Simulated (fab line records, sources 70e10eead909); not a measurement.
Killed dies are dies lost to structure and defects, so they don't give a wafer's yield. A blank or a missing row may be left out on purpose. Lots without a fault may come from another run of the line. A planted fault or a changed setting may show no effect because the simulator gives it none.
fab line records | flow nand_harc
record lots=4 wafers=12 last_day=31
route steps=1302 shown A_CHANNEL_HOLE_D1@450 END@1302
lots that met no fault: from a run of the same line without faults
start_h: hours from the record's first day to the start of the lot's first wafer shown | wait_h: hours since the lot's step before | " the same as in the row above | L1.1+2: a row that stands for several wafers | - no value, or no start given | * or withheld: withheld | < > ~ a bound
route shown NAME@n: a module of which the file shows steps, and the number in the route of the first | usual: mean/standard deviation of fault-free wafers | same: alike in all rows | chamber/n: place in a boat | sites: the reading at each site | _std_site: their standard deviation | _edge_site: outer sites' mean less inner sites' | radius_mm: how far each site lies from the wafer's centre | mask NAME#n: copy n | behind: the tool/chamber that last shaped the wafer | hold: why the lot was held/for how many hours/how that ended | device: the transistor (n, p or np) that didn't switch | end of line: the same wafers' tests at the end of the route | a step without rows: its recipe alone | killed: dies lost to structure and defects at the first sort, not the wafer's yield | map: a wafer's dies, x killed, . not, _ none there
set.NAME: the setting as run; set.NAME@STEP: as run at that earlier step | model.NAME: the simulator's own value behind a step, which no gauge read
lots at some steps of the route; a table a step, a row a wafer
services: from which hour (start_h, from the record's first day; less than 0 if before it) a tool's chamber was out of use, for how many hours, and why
## steps
# step NHARC_A_CHANNEL_HOLE_D1_DEP_00
# recipe target_thk_a=31000 temp_c=400 material=aC
# step NHARC_A_CHANNEL_HOLE_D1_DEP_01
# recipe target_thk_a=1400 target_thk_nm=140 temp_c=400 pressure_torr=3.5 flow_sccm=200 rf_w=350 material=SiON
# step NHARC_A_CHANNEL_HOLE_D1_DEHYDRATE_02
# recipe temp_c=150 time_s=120
# step NHARC_A_CHANNEL_HOLE_D1_HMDS_03
# recipe time_s=30
# step NHARC_A_CHANNEL_HOLE_D1_COAT_36
# recipe temp_c=260 time_s=75
# step NHARC_A_CHANNEL_HOLE_D1_COAT_37
# recipe temp_c=225 time_s=65
# step NHARC_A_CHANNEL_HOLE_D1_COAT_04
# recipe spin_rpm=1500 resist_thk_nm=90
# step NHARC_A_CHANNEL_HOLE_D1_SOFTBAKE_05
# recipe temp_c=105 time_s=55
# step NHARC_A_CHANNEL_HOLE_D1_EBR_06
# step NHARC_A_CHANNEL_HOLE_D1_EXPOSE_07
# recipe na=1.35 target_cd_nm=100 sigma_outer=0.3 dose_mj=59.65 mask_id=HOLE_D1
# step NHARC_A_CHANNEL_HOLE_D1_PEB_08
# recipe peb_temp_c=100 peb_time_s=65
# usual heater_power_total_W=156.6/0.41 plate_temp_C=100.00/0.13
# columns lot.wafer tool chamber start_h wait_h heater_power_total_W plate_temp_C
L504.2 litho_track-06 0 206.14 0.1 153.9 98.89
L504.5 " 0 " " 154.7 98.78
L504.6 " 0 " " 154.6 98.85
L507.1 litho_track-06 0 232.33 0.1 154.2 98.67
L507.2 " 0 " " 154.6 98.76
L507.5 " 0 " " 153.7 98.79
L518.3 litho_track-06 0 339.14 0.0 156.2 100.11
L518.5 " 0 " " 156.5 100.10
L518.6 " 0 " " 157.1 99.98
L521.1 litho_track-06 0 361.99 0.1 156.1 100.00
L521.2 " 0 " " 156.7 100.13
L521.3 " 0 " " 156.6 100.14
# step NHARC_A_CHANNEL_HOLE_D1_DEVELOP_09
# recipe develop_time_s=35 dev_temp_c=23
# step NHARC_A_CHANNEL_HOLE_D1_CD_MEAS_10
# recipe target_cd_nm=100 landing_energy_ev=500
# usual cd_nm=99.7/0.56
# columns lot.wafer tool chamber start_h wait_h cd_nm
L504.2 cd_sem-03 0 206.22 - 96.7
L504.5 " 0 " " 96.3
L504.6 " 0 " " 97.0
L507.1 cd_sem-03 0 232.41 - 96.3
L507.2 " 0 " " 95.4
L507.5 " 0 " " 95.9
L518.3 cd_sem-01 0 339.22 - 99.4
L518.5 " 0 " " 100.0
L518.6 " 0 " " 100.0
L521.1 cd_sem-03 0 362.07 - 99.5
L521.2 " 0 " " 99.7
L521.3 " 0 " " 99.5
# step NHARC_A_CHANNEL_HOLE_D1_DESCUM_15
# recipe time_s=3 o2_flow_sccm=200 ar_flow_sccm=0 bias_power_w=0 chemistry=O2
# usual chamber_pressure_mTorr=60.00/0.058 drypump_motor_current_A=5.6/0.39 oes_product_au=0.998/0.01 rf_vpp_V=57.6/0.92 showerhead_plenum_p_Torr=1.90/0.087 throttle_valve_pct=11.310/0.0091
# columns lot.wafer tool chamber start_h wait_h chamber_pressure_mTorr drypump_motor_current_A oes_product_au rf_hours_counter_h rf_vpp_V showerhead_plenum_p_Torr throttle_valve_pct model.A_CHANNEL_HOLE_D1.cd_nm
L504.2 rie_diel-09 1 206.41 0.1 59.93 5.2 1.009 5 57.0 1.81 11.302 95.88
L504.6 " 0 " " 59.94 6.3 0.989 - 55.9 1.93 11.308 96.97
L504.5 " 1 " " 59.98 5.2 1.020 - 57.7 1.81 11.303 95.59
L507.2 rie_diel-09 0 232.60 0.1 60.03 6.3 0.979 7 56.9 1.93 11.327 96.53
L507.1 " 2 " " 60.03 5.7 1.003 6 59.7 2.02 11.313 95.31
L507.5 " 0 " " 59.85 6.3 0.984 - 56.4 1.93 11.293 96.33
L518.3 rie_diel-09 3 339.40 0.1 59.98 5.5 0.983 1 57.0 1.77 11.316 100
L518.6 " 3 " " 59.98 5.5 0.979 - 57.4 1.77 11.300 100.7
L518.5 " 0 " " 60.02 6.3 1.002 - 58.4 1.93 11.305 100.7
L521.1 rie_diel-09 0 362.25 0.1 60.00 6.3 1.004 2 56.7 1.93 11.312 100.2
L521.2 " 2 " " 60.01 5.7 1.014 3 58.5 2.02 11.321 99.71
L521.3 " 3 " " 60.04 5.5 0.994 2 57.5 1.77 11.310 100.1
# step NHARC_A_CHANNEL_HOLE_D1_ETCH_38
# recipe target_depth_a=390 over_etch_frac=0.3 time_s=65 ion_energy_ev=80 cf4_flow_sccm=150 ar_flow_sccm=0 rf_w=300 bias_w=100 chemistry=CF4
# step NHARC_A_CHANNEL_HOLE_D1_ETCH_39
# recipe target_depth_a=2600 over_etch_frac=0.3 time_s=325 ion_energy_ev=200 n2_flow_sccm=150 h2_flow_sccm=150 ar_flow_sccm=0 rf_w=400 bias_w=150 chemistry=N2/H2
# step NHARC_A_CHANNEL_HOLE_D1_ETCH_34
# recipe target_depth_a=1540 time_s=77 cf4_flow_sccm=100 chf3_flow_sccm=30 ar_flow_sccm=0 rf_w=500 bias_w=200 chemistry=CF4/CHF3
# step NHARC_A_CHANNEL_HOLE_D1_ETCH_16
# recipe target_depth_a=31000 over_etch_frac=0.3 time_s=806 ion_energy_ev=150 o2_flow_sccm=400 cos_flow_sccm=20 ar_flow_sccm=0 rf_w=500 bias_w=300 chemistry=O2/COS
# step NHARC_A_CHANNEL_HOLE_D1_ETCH_19
# recipe bias_v=1200 source_w=2500 pressure_mtorr=15 time_s=34.5 ar_flow_sccm=375 c4f8_flow_sccm=28.8 o2_flow_sccm=96.2 temp_c=-20 target_depth_a=* chemistry=C4F8/O2/Ar
# step NHARC_A_CHANNEL_HOLE_D1_ETCH_20
# recipe bias_v=3000 source_w=withheld pressure_mtorr=20 time_s=361.9 ar_flow_sccm=375 c4f8_flow_sccm=89.3 o2_flow_sccm=35.7 temp_c=-20 target_depth_a=16000 chemistry=C4F8/O2/Ar
# step NHARC_A_CHANNEL_HOLE_D1_ETCH_21
# recipe bias_v=3000 source_w=withheld pressure_mtorr=20 time_s=514.3 ar_flow_sccm=375 c4f8_flow_sccm=89.3 o2_flow_sccm=35.7 temp_c=-20 target_depth_a=16000 chemistry=C4F8/O2/Ar
# step NHARC_A_CHANNEL_HOLE_D1_ETCH_22
# recipe bias_v=3000 source_w=withheld pressure_mtorr=20 time_s=666.7 ar_flow_sccm=375 c4f8_flow_sccm=89.3 o2_flow_sccm=35.7 temp_c=-20 target_depth_a=16000 chemistry=C4F8/O2/Ar
# step NHARC_A_CHANNEL_HOLE_D1_ETCH_23
# recipe bias_v=5000 source_w=withheld pressure_mtorr=20 time_s=819 ar_flow_sccm=375 c4f8_flow_sccm=89.3 o2_flow_sccm=35.7 temp_c=-20 target_depth_a=16000 chemistry=C4F8/O2/Ar
# step NHARC_A_CHANNEL_HOLE_D1_ETCH_24
# recipe bias_v=5000 source_w=withheld pressure_mtorr=20 time_s=906.2 ar_flow_sccm=375 c4f8_flow_sccm=93.8 o2_flow_sccm=31.2 temp_c=-20 target_depth_a=15000 chemistry=C4F8/O2/Ar
# step NHARC_A_CHANNEL_HOLE_D1_ETCH_25
# recipe bias_v=5000 source_w=withheld pressure_mtorr=20 time_s=1040.2 ar_flow_sccm=375 c4f8_flow_sccm=93.8 o2_flow_sccm=31.2 temp_c=-20 target_depth_a=15000 chemistry=C4F8/O2/Ar
# step NHARC_A_CHANNEL_HOLE_D1_ETCH_26
# recipe bias_v=300 source_w=2000 pressure_mtorr=30 time_s=224.1 ar_flow_sccm=375 c4f8_flow_sccm=11.4 o2_flow_sccm=113.6 temp_c=-20 target_depth_a=3000 chemistry=C4F8/O2/Ar
# step NHARC_A_CHANNEL_HOLE_D1_ETCH_33
# recipe bias_v=400 source_w=2000 pressure_mtorr=25 time_s=90 ar_flow_sccm=375 c4f8_flow_sccm=41.7 o2_flow_sccm=83.3 temp_c=-20 target_depth_a=4000 chemistry=C4F8/O2/Ar
# step NHARC_A_CHANNEL_HOLE_D1_STRIP_41
# recipe n2_flow_sccm=150 h2_flow_sccm=150 ar_flow_sccm=0 bias_w=0 chemistry=N2/H2
# step NHARC_A_CHANNEL_HOLE_D1_STRIP_42
# recipe cf4_flow_sccm=100 chf3_flow_sccm=30 ar_flow_sccm=0 bias_w=0 chemistry=CF4/CHF3
# step NHARC_A_CHANNEL_HOLE_D1_STRIP_43
# recipe o2_flow_sccm=400 cos_flow_sccm=20 ar_flow_sccm=0 bias_w=0 chemistry=O2/COS
# step NHARC_A_CHANNEL_HOLE_D1_ETCH_44
# recipe target_depth_a=1400 overetch_a=140 time_s=77 ion_energy_ev=100 cf4_flow_sccm=80 o2_flow_sccm=20 ar_flow_sccm=0 rf_w=300 bias_w=100 chemistry=CF4/O2
# usual bias_w=100.01/0.28 chamber_pressure_mTorr=30.00/0.032 drypump_motor_current_A=5.6/0.4 oes_ar_750_au=1.000/0.0044 oes_product_au=0.997/0.0097 rf_vpp_V=197.7/1.5 showerhead_plenum_p_Torr=1.33/0.064 throttle_valve_pct=13.397/0.0086
# columns lot.wafer tool chamber start_h wait_h bias_w chamber_pressure_mTorr drypump_motor_current_A oes_ar_750_au oes_product_au rf_hours_counter_h rf_vpp_V showerhead_plenum_p_Torr throttle_valve_pct model.A_CHANNEL_HOLE_D1.cd_nm
L504.2 rie_diel-08 2 212.53 0.1 100.01 30.02 5.4 1.001 1.011 2 198.1 1.34 13.400 87.35
L504.6 " 3 " " 100.09 30.01 5.5 0.992 1.007 - 197.0 1.27 13.413 86.63
L504.5 " 0 " " 100.49 30.03 5.3 0.998 1.006 - 197.7 1.35 13.388 86.07
L507.2 rie_diel-09 1 242.83 0.0 99.85 30.03 5.2 1.004 1.003 11 197.2 1.26 13.409 85.42
L507.1 " 0 " " 99.67 30.03 6.3 1.001 0.983 10 198.6 1.35 13.400 84.66
L507.5 " 1 " " 99.54 30.02 5.2 1.001 0.997 - 196.8 1.26 13.385 83.92
L518.3 rie_diel-09 1 345.32 0.1 99.95 30.06 5.2 0.998 0.985 2 196.6 1.26 13.393 89.35
L518.6 " 3 " " 99.48 30.02 5.5 1.007 0.997 - 194.7 1.24 13.394 89.7
L518.5 " 0 " " 99.95 30.06 6.3 1.003 0.994 - 198.1 1.34 13.378 88.75
L521.3 rie_diel-07 1 368.18 0.1 99.74 30.00 5.0 1.001 0.986 18 199.4 1.37 13.412 87.7
L521.1 " 2 " " 99.42 29.99 5.2 1.005 1.010 21 198.6 1.39 13.390 87.59
L521.2 " 3 " " 99.88 29.95 5.3 1.000 0.981 20 198.0 1.32 13.415 89.12
# step NHARC_A_CHANNEL_HOLE_D1_STRIP_27
# recipe o2_flow_sccm=500 ar_flow_sccm=0 bias_w=0 chemistry=O2
# step NHARC_A_CHANNEL_HOLE_D1_PRECLEAN_28
# recipe time_s=* temp_c=50 bath_age_min=0 chemistry=SC1
# step NHARC_A_CHANNEL_HOLE_D1_SRD_29
# step NHARC_A_CHANNEL_HOLE_D1_CD_MEAS_30
# usual cd_nm=89.4/1.2
# columns lot.wafer tool chamber start_h wait_h cd_nm
L504.2 cd_sem-02 - 213.32 - 87.0
L504.5 " - " " 85.9
L504.6 " - " " 86.2
L507.1 cd_sem-02 - 243.63 - 84.3
L507.2 " - " " 85.1
L507.5 " - " " 84.1
L518.3 cd_sem-02 - 346.11 - 89.3
L518.5 " - " " 87.4
L518.6 " - " " 90.5
L521.1 cd_sem-02 - 368.97 - 87.3
L521.2 " - " " 89.2
L521.3 " - " " 88.0
# step NHARC_A_CHANNEL_HOLE_D1_XSEM_31
# recipe landing_energy_ev=35000
# usual bot_cd_nm=73.9/1.3 bow_nm=8.73/0.25 tilt_deg=0.08/0.038
# columns lot.wafer tool chamber start_h wait_h bot_cd_nm bow_nm tilt_deg
L504.2 xsem-02 0 213.41 0.1 72.2 9.03 0.08
L504.5 " 0 " " 70.8 9.00 0.08
L504.6 " 0 " " 70.9 9.05 0.08
L507.1 xsem-02 0 243.72 0.1 69.7 8.65 0.09
L507.2 " 0 " " 70.1 8.71 0.09
L507.5 " 0 " " 68.7 8.74 0.09
L518.3 xsem-02 0 346.20 0.1 72.8 8.74 0.05
L518.5 " 0 " " 71.3 8.80 0.05
L518.6 " 0 " " 73.9 8.80 0.05
L521.1 xsem-01 0 369.05 0.1 72.4 8.69 0.11
L521.2 " 0 " " 74.3 8.72 0.11
L521.3 " 0 " " 72.8 8.69 0.11
# step NHARC_END_SORT_01
# recipe temp_c=25
# usual killed_at_array=58/20 killed_at_other=1.0/1.2 killed_at_periphery=4.1/3 killed_dies=63/20 killed_open=3.2/1.7 killed_short=2.5/1.5
# same gross_dies=677
# columns lot.wafer tool chamber start_h wait_h killed_at_array killed_at_other killed_at_periphery killed_dies killed_open killed_short
L507.2 prober-01 0 608.66 2.8 76 0 2 78 2 3
# killed by level:class
L507.2 A_SLIT:chamber_film_flake=30 A_CHANNEL_HOLE_D2:chamber_film_flake=21 A_CHANNEL_HOLE_D1:chamber_film_flake=14 A_STAIRCASE:chamber_film_flake=3 A_CONTACT:chamber_film_flake=2 A_CHANNEL_HOLE_D1:geometric_particle:short=1 A_ONON_D2:geometric_particle:open=1 A_CHANNEL_HOLE_D2:geometric_particle:short=1
## services
# columns tool chamber start_h hours kind
rie_diel-07 2 184.42 8.1 repair
rie_diel-08 - 194.10 9.0 pm
rie_diel-09 0 201.10 - clean
rie_diel-09 1 201.10 - clean
rie_diel-09 2 201.10 - clean
rie_diel-09 3 201.10 - clean
rie_diel-09 2 218.79 4.5 repair
rie_diel-09 0 225.60 - clean
rie_diel-09 1 225.60 - clean
rie_diel-09 2 225.60 - clean
rie_diel-09 3 225.60 - clean
rie_diel-09 0 239.80 1.7 repair
rie_diel-09 0 250.10 - clean
rie_diel-09 1 250.10 - clean
rie_diel-09 2 250.10 - clean
rie_diel-09 3 250.10 - clean
rie_diel-08 1 263.87 1.9 repair
rie_diel-09 0 274.60 - clean
rie_diel-09 1 274.60 - clean
rie_diel-07 - 294.28 9.0 pm
rie_diel-09 - 320.10 9.0 pm
rie_diel-08 0 334.03 2.0 repair
rie_diel-08 2 353.29 3.9 repair
litho_track-06 - 354.00 7.0 pm
## key
first_sign step=NHARC_A_CHANNEL_HOLE_D1_PEB_08 reading=plate_temp_C direction=down sigmas=9.4 usual=* struck=*
effect step=NHARC_A_CHANNEL_HOLE_D1_PEB_08 reading=heater_power_total_W direction=down sigmas=5.7 usual=* struck=*
effect step=NHARC_A_CHANNEL_HOLE_D1_CD_MEAS_10 reading=cd_nm direction=down sigmas=6.1 usual=99.7 struck=96.3
effect step=NHARC_A_CHANNEL_HOLE_D1_CD_MEAS_30 reading=cd_nm direction=down sigmas=3.3 usual=89.4 struck=85.4
effect step=NHARC_A_CHANNEL_HOLE_D1_XSEM_31 reading=bot_cd_nm direction=down sigmas=2.8 usual=73.9 struck=70.4
model_effect step=NHARC_A_CHANNEL_HOLE_D1_DESCUM_15 value=A_CHANNEL_HOLE_D1.cd_nm without=99.35 struck=96.1
model_effect step=NHARC_A_CHANNEL_HOLE_D1_ETCH_44 value=A_CHANNEL_HOLE_D1.cd_nm without=88.93 struck=85.68
met_at NHARC_A_CHANNEL_HOLE_D1_PEB_08
struck_wafers L504.2,L504.5,L504.6,L507.1,L507.2,L507.5
tester_left_out L504,L507
fault kind=process_parameter_drift tool=litho_track-06 chamber=- onset_h=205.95 steps=NHARC_A_CHANNEL_HOLE_D1_PEB_08 channel=peb_temp_c offset=* shape=step end_h=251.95 acts_in=* stated=*
# tester_left_out: of these lots the tester's yield and bins aren't shown, on N5 and GAA mostly nor the transistor test; their killed dies are dies lost to structure and defects alone, not to doping, threshold or leakage, so they don't give the yield
